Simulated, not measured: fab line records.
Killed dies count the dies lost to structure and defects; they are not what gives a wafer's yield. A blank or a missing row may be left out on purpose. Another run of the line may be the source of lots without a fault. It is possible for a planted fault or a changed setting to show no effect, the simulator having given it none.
fab line records | flow n5Finfet
record lots=7 wafers=21
route steps=1938 shown BEOL_M12@1608 BEOL_M14@1753 BEOL_M15@1797 MIM_BOT_LITHO@1858
startH: hours from the record's opening day to when the first of the lot's shown wafers began | waitH: hours from the lot's prior step to this one | " repeats the value in the row above | L1.1+2: a single row standing in for several wafers | - no value, or no start was given | * or withheld: withheld | < > ~ a bound
route shown NAME@n: a module of which the file shows steps, and the number in the route of the first | usual: average and standard deviation across the fault-free wafers | same: alike in all rows | chamber/n: place in a boat | sites: the reading at each site | _std_site: the standard deviation of these | _edge_site: the outer-site mean with the inner-site mean subtracted | radiusMm: how far each site lies from the wafer's centre | mask NAME#n: copy n | behind: the tool/chamber that last shaped the wafer | hold: cause of the lot's hold/its duration in hours/its outcome | device: the n, p or np transistor that did not switch | end of line: tests of these same wafers at the route's end | a step with no rows: only its recipe | killed: dies that structure and defects cost at the first sort, which is not the same as the wafer's yield | map: a wafer's dies, x killed, . not, _ none there
set.NAME: the setting the step ran with; set.NAME@STEP: the setting that earlier step ran with | model.NAME: the simulator's own value behind a step, which no gauge read
one table per step and one row per wafer, for lots whose settings were changed on purpose
## steps
# step N5_BEOL_M12_EXPOSE_07
# recipe maskId=V11 na=0.93 sourceShape=conventional sigmaOuter=0.6 polarization=unpolarized attpsmPhaseDeg=180 doseMj=32.5
# columns lot.wafer tool chamber startH waitH mask set.doseMj
L075.1+4 krfScanner-02 0 242.87 - V11#0 32.5
L075.5 " 0 " " V11#0 33.42
L083.2 krfScanner-01 0 297.87 - V11#0 32.5
L083.4+6 " 0 " " V11#0 30.13
L082.1+4 krfScanner-02 0 312.44 - V11#0 31.65
L082.5 " 0 " " V11#0 32.5
L090.1+3+6 krfScanner-02 0 343.77 - V11#0 32.5
L094.1+2+6 krfScanner-01 0 352.96 - V11#0 32.5
L096.2+4+6 krfScanner-02 0 353.18 - V11#0 33.95
L092.1+4 krfScanner-01 0 356.67 - V11#0 34.52
L092.2 " 0 " " V11#0 32.5
# step N5_BEOL_M12_PEB_08
# recipe pebTempC=130 pebTimeS=90
# step N5_BEOL_M12_DEVELOP_09
# recipe developTimeS=45 rinseLiquid=diw dry=airSpin devTempC=21
# step N5_BEOL_M12_HARDBAKE_14
# recipe tempC=130 timeS=120
# step N5_BEOL_M12_CD_MEAS_10
# recipe targetCdNm=140 landingEnergyEv=500 detector=seInlens polarity=opening
# usual cdNm=139.4/1.8
# columns lot.wafer tool chamber startH waitH set.doseMj@BEOL_M12_EXPOSE_07 cdNm
L075.1 cdSem-02 0 243.04 - 32.5 137.4
L075.4 " 0 " " 32.5 137.8
L075.5 " 0 " " 33.42 143.1
L083.2 cdSem-03 0 298.03 - 32.5 138.5
L083.4 " 0 " " 30.13 129.6
L083.6 " 0 " " 30.13 128.4
L082.1 cdSem-03 0 312.61 - 31.65 138.9
L082.4 " 0 " " 31.65 137.6
L082.5 " 0 " " 32.5 141.7
L090.1 cdSem-01 0 343.94 - 32.5 138.0
L090.3 " 0 " " 32.5 140.0
L090.6 " 0 " " 32.5 139.3
L094.1 cdSem-01 0 353.13 - 32.5 137.5
L094.2 " 0 " " 32.5 139.4
L094.6 " 0 " " 32.5 137.8
L096.2 cdSem-02 0 353.35 - 33.95 145.9
L096.4 " 0 " " 33.95 144.8
L096.6 " 0 " " 33.95 146.7
L092.1 cdSem-02 0 356.85 - 34.52 149.5
L092.2 " 0 " " 32.5 141.1
L092.4 " 0 " " 34.52 148.5
# step N5_BEOL_M12_STRIP_71
# recipe chemistry=postEtchResidueRemover timeS=60 tempC=25 removerPh=withheld removerWaterWtPct=withheld removerFluorideWtPct=withheld
# step N5_BEOL_M12_SRD_72
# recipe timeS=30 tempC=23 rinseLiquid=diw dry=n2Spin spinRpm=1500 dryTimeS=30
# step N5_BEOL_M12_CD_MEAS_17
# recipe targetCdNm=140 polarity=opening
# usual cdNm=139.7/2.1
# columns lot.wafer tool chamber startH waitH set.doseMj@BEOL_M12_EXPOSE_07 cdNm
L075.1 cdSem-03 - 243.95 0.0 32.5 137.6
L075.4 " - " " 32.5 138.0
L075.5 " - " " 33.42 143.0
L083.2 cdSem-01 - 298.61 0.0 32.5 137.4
L083.4 " - " " 30.13 130.1
L083.6 " - " " 30.13 128.3
L082.1 cdSem-02 - 313.59 0.0 31.65 140.7
L082.4 " - " " 31.65 137.3
L082.5 " - " " 32.5 142.3
L090.1 cdSem-02 - 344.52 0.0 32.5 136.6
L090.3 " - " " 32.5 142.7
L090.6 " - " " 32.5 140.3
L094.1 cdSem-02 - 353.89 0.0 32.5 138.1
L094.2 " - " " 32.5 140.7
L094.6 " - " " 32.5 138.6
L096.2 cdSem-03 - 354.04 0.0 33.95 145.0
L096.4 " - " " 33.95 144.4
L096.6 " - " " 33.95 147.7
L092.1 cdSem-03 - 357.43 0.0 34.52 150.6
L092.2 " - " " 32.5 140.8
L092.4 " - " " 34.52 149.8
# step N5_BEOL_M14_TRENCH_ETCH_34
# recipe chemistry=C4F8/O2/Ar target=SiO2 targetDepthA=5566.5 maskMaterial=SOC heInnerTorr=15 heOuterTorr=30 timeS=126.9 ionEnergyEv=800 pressureMtorr=20 sourceW=1905 biasW=2040 Ar_flow_sccm=400 C4F8_flow_sccm=16 O2_flow_sccm=12
# usual rfVppV=2215/40
# columns lot.wafer tool chamber startH waitH set.biasW rfVppV
L075.1 rieDiel-02 2 254.11 0.0 2040 2250
L075.4 " 0 " " 2040 2212
L075.5 " 2 " " 2040 2252
L083.2 rieDiel-02 3 311.22 0.0 2338 2420
L083.4 " 1 " " 2040 2250
L083.6 " 2 " " 2338 2471
L082.1 rieDiel-02 0 329.26 0.0 2040 2211
L082.4 " 0 " " 2040 2212
L082.5 " 3 " " 2040 2202
L090.1 rieDiel-01 1 354.81 0.0 2040 2167
L090.3 " 0 " " 2040 2149
L090.6 " 0 " " 2192 2260
L096.2 rieDiel-06 3 367.08 0.0 2040 2165
L096.4 " 2 " " 2040 2252
L096.6 " 1 " " 2040 2275
L094.1 rieDiel-02 0 369.49 0.0 2040 2210
L094.2 " 2 " " 2040 2249
L094.6 " 0 " " 2040 2210
L092.1 rieDiel-02 1 370.81 0.0 2040 2246
L092.2 " 0 " " 1839 2054
L092.4 " 2 " " 1839 2091
# step N5_BEOL_M14_SPUTTER_43
# recipe material=TaN targetThkA=150 tempC=50 biasV=168.6 powerW=15000 chamberPressurePa=0.12 timeS=24.19
# columns lot.wafer tool chamber startH waitH set.powerW model.TaN_of_BEOL_M14_SPUTTER_43.thkNm
L075.1 pvdSputter-01 - 256.68 0.0 17440 17.4
L075.4 " - " " 17440 17
L075.5 " - " " 15000 15
L083.2 pvdSputter-01 - 311.84 0.0 15000 15.2
L083.4 " - " " 15930 16.2
L083.6 " - " " 15000 15
L082.1 pvdSputter-02 - 330.08 0.0 16430 16.2
L082.4+5 " - " " 15000 14.8
L090.1 pvdSputter-01 - 356.20 0.0 15000 15
L090.3 " - " " 15000 14.8
L090.6 " - " " 13390 13
L096.2 pvdSputter-01 - 368.40 0.0 15000 15.2
L096.4 " - " " 15000 15
L096.6 " - " " 15760 15.4
L094.1+2 pvdSputter-01 - 372.76 0.0 15000 14.6
L094.6 " - " " 15000 15
L092.1 pvdSputter-01 - 378.71 0.0 15000 14.6
L092.2 " - " " 16600 16.6
L092.4 " - " " 15000 14.8
# step N5_BEOL_M15_COAT_22
# recipe spinRpm=1704 resistThkNm=800
# columns lot.wafer tool chamber startH waitH set.spinRpm model.coat_of_BEOL_M15_COAT_22.thkNm
L075.1 lithoTrack-01 0 - - 1533 848.6
L075.4 " 0 " " 1704 803.6
L075.5 " 0 " " 1704 804.8
L083.2 lithoTrack-04 0 - - 1557 840
L083.4 " 0 " " 1704 804.4
L083.6 " 0 " " 1557 840.4
L082.1 lithoTrack-02 0 - - 1704 800.6
L082.4 " 0 " " 1704 800.4
L082.5 " 0 " " 1832 775
L090.1+6 lithoTrack-04 0 - - 1646 814.6
L090.3 " 0 " " 1704 801
L096.2 lithoTrack-02 0 - - 1545 844.4
L096.4 " 0 " " 1704 804.4
L096.6 " 0 " " 1545 845.8
L094.1 lithoTrack-01 0 - - 1704 801.2
L094.2 " 0 " " 1704 800.4
L094.6 " 0 " " 1704 798.8
L092.1+2 lithoTrack-01 0 - - 1704 800.8
L092.4 " 0 " " 1704 799.4
# step N5_BEOL_M15_EBR_24
# recipe solvent=PGMEA ebrWidthMm=1.5
# step N5_BEOL_M15_SOFTBAKE_23
# recipe tempC=130 timeS=60
# step N5_BEOL_M15_DESCUM_33
# recipe chemistry=O2 timeS=7.9 sourcePowerW=50 biasPowerW=20 pressureMtorr=20 rfFrequencyHz=2.712e+07 tempC=40 o2FlowSccm=225
# step N5_BEOL_M15_ETCH_61
# recipe chemistry=N2/H2 target=BARC targetDepthA=890 overetchA=267 timeS=67.9 ionEnergyEv=200 pressureMtorr=30 sourceW=840 biasW=150 n2FlowSccm=200 h2FlowSccm=200
# columns lot.wafer tool chamber startH waitH set.spinRpm@BEOL_M15_COAT_22 model.coat_of_BEOL_M15_COAT_22.thkNm
L075.1 rieDiel-03 3 260.22 0.0 1533 767.4
L075.4 " 2 " " 1704 720.4
L075.5 " 1 " " 1704 722.2
L083.2 rieDiel-05 2 315.76 0.0 1557 757.4
L083.4 " 3 " " 1704 723.8
L083.6 " 2 " " 1557 757.2
L082.1 rieDiel-03 1 334.07 0.0 1704 716.8
L082.4 " 2 " " 1704 716.4
L082.5 " 1 " " 1832 691.6
L090.1 rieDiel-05 3 359.76 0.0 1646 733.8
L090.3 " 2 " " 1704 719
L090.6 " 1 " " 1646 733
L096.2+6 rieDiel-05 1,2 372.99 0.0 1545 763
L096.4 " 3 " " 1704 723.8
L094.1 rieDiel-05 2 376.40 0.0 1704 717.6
L094.2 " 3 " " 1704 719.4
L094.6 " 0 " " 1704 714.6
L092.1 rieDiel-04 2 382.23 0.0 1704 716.8
L092.2 " 3 " " 1704 718.6
L092.4 " 1 " " 1704 715
# step N5_BEOL_M15_TRENCH_ETCH_34
# recipe chemistry=C4F8/O2/Ar target=SiO2 targetDepthA=8729.3 heInnerTorr=15 heOuterTorr=30 timeS=199 ionEnergyEv=800 pressureMtorr=20 sourceW=1905 biasW=2040 Ar_flow_sccm=400 C4F8_flow_sccm=16 O2_flow_sccm=12
# columns lot.wafer tool chamber startH waitH set.spinRpm@BEOL_M15_COAT_22 model.coat_of_BEOL_M15_COAT_22.thkNm
L075.1 rieDiel-03 3 260.27 0.0 1533 591.8
L075.4 " 2 " " 1704 544.4
L075.5 " 1 " " 1704 547.8
L083.2 rieDiel-05 2 315.81 0.0 1557 581.4
L083.4 " 3 " " 1704 549.4
L083.6 " 2 " " 1557 580.6
L082.1 rieDiel-03 1 334.12 0.0 1704 539.4
L082.4 " 2 " " 1704 539.2
L082.5 " 1 " " 1832 516.2
L090.1 rieDiel-05 3 359.81 0.0 1646 561.6
L090.3 " 2 " " 1704 544.6
L090.6 " 1 " " 1646 559.8
L096.2 rieDiel-05 1 373.04 0.0 1545 589.2
L096.4 " 3 " " 1704 551.4
L096.6 " 2 " " 1545 587.4
L094.1 rieDiel-05 2 376.45 0.0 1704 541.8
L094.2 " 3 " " 1704 545.6
L094.6 " 0 " " 1704 537
L092.1 rieDiel-04 2 382.28 0.0 1704 538.6
L092.2 " 3 " " 1704 541.8
L092.4 " 1 " " 1704 539.6
# step N5_MIM_BOT_LITHO_EXPOSE_05
# recipe maskId=MIM_BOT na=0.55 sourceShape=conventional sigmaOuter=0.8 polarization=unpolarized doseMj=24.25
# columns lot.wafer tool chamber startH waitH mask set.doseMj
L075.1+4 krfScanner-01 0 267.89 - MIM_BOT#0 24.25
L075.5 " 0 " " MIM_BOT#0 25.87
L083.2 krfScanner-02 0 325.00 - MIM_BOT#0 22.57
L083.4+6 " 0 " " MIM_BOT#0 24.25
L082.1 krfScanner-02 0 344.35 - MIM_BOT#0 25.89
L082.4+5 " 0 " " MIM_BOT#0 24.25
L090.1+3+6 krfScanner-02 0 371.96 - MIM_BOT#0 26.01
L096.2+4 krfScanner-01 0 387.40 - MIM_BOT#0 24.25
L096.6 " 0 " " MIM_BOT#0 25.78
L094.1+2+6 krfScanner-01 0 388.14 - MIM_BOT#0 24.25
L092.1+2+4 krfScanner-01 0 388.55 - MIM_BOT#0 24.25
# step N5_MIM_BOT_LITHO_PEB_06
# recipe pebTempC=withheld pebTimeS=*
# step N5_MIM_BOT_LITHO_DEVELOP_07
# recipe developTimeS=60 rinseLiquid=diw dry=airSpin devTempC=21
# step N5_MIM_BOT_LITHO_HARDBAKE_09
# recipe tempC=130 timeS=120
# step N5_MIM_BOT_LITHO_CD_MEAS_08
# recipe targetCdNm=3000 landingEnergyEv=500 detector=seInlens polarity=opening
# usual cdNm=3000.9/1.9
# columns lot.wafer tool chamber startH waitH set.doseMj@MIM_BOT_LITHO_EXPOSE_05 cdNm
L075.1 cdSem-01 0 268.07 - 24.25 3003.1
L075.4 " 0 " " 24.25 3002.5
L075.5 " 0 " " 25.87 3013.1
L083.2 cdSem-03 0 325.17 - 22.57 2989.4
L083.4 " 0 " " 24.25 3002.1
L083.6 " 0 " " 24.25 3002.9
L082.1 cdSem-03 0 344.52 - 25.89 3011.1
L082.4 " 0 " " 24.25 3000.6
L082.5 " 0 " " 24.25 2997.2
L090.1 cdSem-03 0 372.13 - 26.01 3015.0
L090.3 " 0 " " 26.01 3014.0
L090.6 " 0 " " 26.01 3014.0
L096.2 cdSem-02 0 387.57 - 24.25 3001.5
L096.4 " 0 " " 24.25 3002.7
L096.6 " 0 " " 25.78 3011.6
L094.1 cdSem-02 0 388.32 - 24.25 3000.9
L094.2 " 0 " " 24.25 3003.6
L094.6 " 0 " " 24.25 3000.2
L092.1 cdSem-02 0 388.73 - 24.25 3003.4
L092.2 " 0 " " 24.25 3001.7
L092.4 " 0 " " 24.25 2998.8
## key
split step=N5_BEOL_M12_EXPOSE_07 setting=doseMj stated=32.5 by=wafer
response step=N5_BEOL_M12_CD_MEAS_10 reading=cdNm change=+1.34 per=1% r=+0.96
response step=N5_BEOL_M12_CD_MEAS_17 reading=cdNm change=+1.33 per=1% r=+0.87
split step=N5_BEOL_M14_TRENCH_ETCH_34 setting=biasW stated=2040 by=wafer
response step=N5_BEOL_M14_TRENCH_ETCH_34 reading=rfVppV change=+14.6 per=1% r=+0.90
split step=N5_BEOL_M14_SPUTTER_43 setting=powerW stated=15000 by=wafer
response step=N5_BEOL_M14_SPUTTER_43 reading=model.TaN_of_BEOL_M14_SPUTTER_43.thkNm change=+0.151 per=1% r=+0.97
split step=N5_BEOL_M15_COAT_22 setting=spinRpm stated=1704 by=wafer
response step=N5_BEOL_M15_COAT_22 reading=model.coat_of_BEOL_M15_COAT_22.thkNm change=-4.16 per=1% r=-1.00
response step=N5_BEOL_M15_ETCH_61 reading=model.coat_of_BEOL_M15_COAT_22.thkNm change=-4.1 per=1% r=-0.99
response step=N5_BEOL_M15_TRENCH_ETCH_34 reading=model.coat_of_BEOL_M15_COAT_22.thkNm change=-3.95 per=1% r=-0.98
split step=N5_MIM_BOT_LITHO_EXPOSE_05 setting=doseMj stated=24.25 by=wafer
response step=N5_MIM_BOT_LITHO_CD_MEAS_08 reading=cdNm change=+1.7 per=1% r=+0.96
